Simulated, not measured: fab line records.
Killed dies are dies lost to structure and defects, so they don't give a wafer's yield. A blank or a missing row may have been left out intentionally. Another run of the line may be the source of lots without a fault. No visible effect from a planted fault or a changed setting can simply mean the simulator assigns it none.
The tool behind it: which one? ; flow n5 finfet ; Sampling: 10 lots, 30 wafers, 4 of 1938 route steps

== WHAT EACH GAUGE READ, for each wafer ==
N5_BEOL_M13_CD_MEAS_10: target cd 190 nm. Usual: cd nm 190.3 nm, standard deviation 1.4.
lot;measured;on;cd nm (nm);flag
L601;day 11 22:20;cd sem-02;187.5 190.0 189.4;
L603;day 12 15:32;cd sem-02;190.6 191.5 192.6;
L604;day 12 15:41;cd sem-01;193.8 193.6 192.8;
L605;day 12 16:10;cd sem-02;191.5 191.3 191.5;
L608;day 12 23:01;cd sem-02;188.6 188.2 188.6;
L609;day 13 07:46;cd sem-01;188.9 191.8 190.0;
L615;day 15 09:32;cd sem-03;188.9 189.0 190.1;
L616;day 15 12:22;cd sem-03;190.8 190.8 191.8;
L620;day 16 07:23;cd sem-01;191.6 190.3 192.2;
L624;day 17 12:07;cd sem-02;190.7 191.7 192.2;

N5_BEOL_M13_CD_MEAS_28: target cd 209.5 nm. Usual: cd nm 208.9 nm, standard deviation 1.
lot;measured;on;cd nm (nm);flag
L601;day 11 23:39;cd sem-03;208.3 208.2 210.1;
L603;day 12 16:37;cd sem-03;208.4 208.7 209.1;
L604;day 12 16:51;cd sem-01;208.1 209.8 210.3;
L605;day 12 17:14;cd sem-02;208.9 206.3 207.3;
L608;day 13 00:08;cd sem-02;209.1 208.9 208.4;
L609;day 13 08:52;cd sem-01;207.7 207.5 207.5;
L615;day 15 10:30;cd sem-03;221.4 222.4 222.0;OFF
L616;day 15 13:19;cd sem-03;218.1 219.3 216.9;OFF
L620;day 16 08:30;cd sem-01;209.1 209.2 210.3;
L624;day 17 13:12;cd sem-03;209.8 209.7 210.0;

== WHICH TOOL RAN EACH LOT (tool, then ch and the chambers of the sampled wafers, then the start) ==
lot;N5_BEOL_M13_ILD_DEP_00;N5_BEOL_M13_EXPOSE_25
L601;pecvd-01 ch 0,1, day 11 21:45;krf scanner-01 ch 0, day 11 23:29
L603;pecvd-01 ch 0,1,2, day 12 14:58;krf scanner-02 ch 0, day 12 16:26
L604;pecvd-01 ch 0,2, day 12 15:14;krf scanner-01 ch 0, day 12 16:41
L605;pecvd-04 ch 1,2, day 12 15:43;krf scanner-02 ch 0, day 12 17:04
L608;pecvd-01 ch 1,2, day 12 22:22;krf scanner-02 ch 0, day 12 23:58
L609;pecvd-04 ch 0,1,2, day 13 07:18;krf scanner-01 ch 0, day 13 08:41
L615;pecvd-01 ch 1,2, day 15 09:04;krf scanner-02 ch 0, day 15 10:19
L616;pecvd-02 ch 0,1,2, day 15 11:55;krf scanner-02 ch 0, day 15 13:08
L620;pecvd-02 ch 0,1, day 16 06:52;krf scanner-01 ch 0, day 16 08:20
L624;pecvd-01 ch 0,1,2, day 17 11:35;krf scanner-01 ch 0, day 17 13:02
- N5_BEOL_M13_ILD_DEP_00: deposits SiOC from DEMS/O2, target thk 837.92 nm, time 166.4 s.
- N5_BEOL_M13_EXPOSE_25: exposes mask M13, target cd 210 nm.

== AS READ BY THE TOOLS THEMSELVES (means over the sampled wafers that have a number; for cases with no such wafer, the mark the record gives instead) ==
N5_BEOL_M13_ILD_DEP_00. Usual: heater power w 490 W, standard deviation 61; showerhead plenum p Torr 5.698 Torr, standard deviation 0.016; throttle valve pct 12.1 %, standard deviation 0.77.
lot;tool;heater power w (W);showerhead plenum p Torr (Torr);throttle valve pct (%);flag
L601;pecvd-01;464;5.708;13.2;
L603;pecvd-01;440;5.709;12.3;
L604;pecvd-01;481;5.708;11.5;
L605;pecvd-04;430;5.692;12.4;
L608;pecvd-01;477;5.714;11.6;
L609;pecvd-04;440;5.693;12.2;
L615;pecvd-01;498;5.700;11.7;
L616;pecvd-02;543;5.699;11.4;
L620;pecvd-02;515;5.672;11.5;
L624;pecvd-01;460;5.712;12.5;

N5_BEOL_M13_EXPOSE_25. Usual: exposure dose mJ cm2 21.978, standard deviation 0.021; reticle temp C 22.99 C, standard deviation 0.085.
lot;tool;exposure dose mJ cm2;reticle temp C (C);flag
L601;krf scanner-01;21.966;22.92;
L603;krf scanner-02;21.974;23.09;
L604;krf scanner-01;21.942;23.06;
L605;krf scanner-02;21.988;23.12;
L608;krf scanner-02;21.989;22.95;
L609;krf scanner-01;21.972;22.94;
L615;krf scanner-02;24.772;22.93;OFF
L616;krf scanner-02;24.225;23.06;OFF
L620;krf scanner-01;21.969;22.96;
L624;krf scanner-01;22.008;23.04;

== THE ANSWER, worked out from the rows above alone ==
Rule: a lot is off if the mean of its wafers that have a number lies more than 3 standard deviations from the usual mean. A lot without any number at a reading at which 4 lots or more have one is off too. Where the step has rows for the other lots, those lots are counted as sound. The gauges are gone through in route order, then the tools' own readings, and for those a lot's mean is taken as printed above. At the first step where some lot is off, the reading lying furthest off is the one used; lots without a number count as furthest.
Off: L615, L616, at N5_BEOL_M13_CD_MEAS_28 (cd nm).
If a tool, at a process step before that reading, ran all the lots that are off and no sound lot after the first of them, it fits. Not tried: the gauges at N5_BEOL_M13_CD_MEAS_28; whatever is off there is also off at N5_BEOL_M13_EXPOSE_25, on other tools, and gauge error can't account for it. One fits: N5_BEOL_M13_EXPOSE_25 on krf scanner-02. A fault onset in the window from L608 (day 12 23:58, its last sound lot) to L615 (day 15 10:19, its first lot off) fits.
The tool's own readings at N5_BEOL_M13_EXPOSE_25 bear it out: on the lots that are off they differ by more than 5 times the standard deviation of the sound lots' means. exposure dose mJ cm2 reads 24.498 there against 21.976 on the sound lots.

== WHAT WAS PUT IN BY THE SIMULATOR ==
Drift in process parameters on krf scanner-02 at N5_BEOL_M13_EXPOSE_25, starting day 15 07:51. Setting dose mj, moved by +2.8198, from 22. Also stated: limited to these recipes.
Lots struck among those shown: L615, L616. The rule given above showed the same thing.
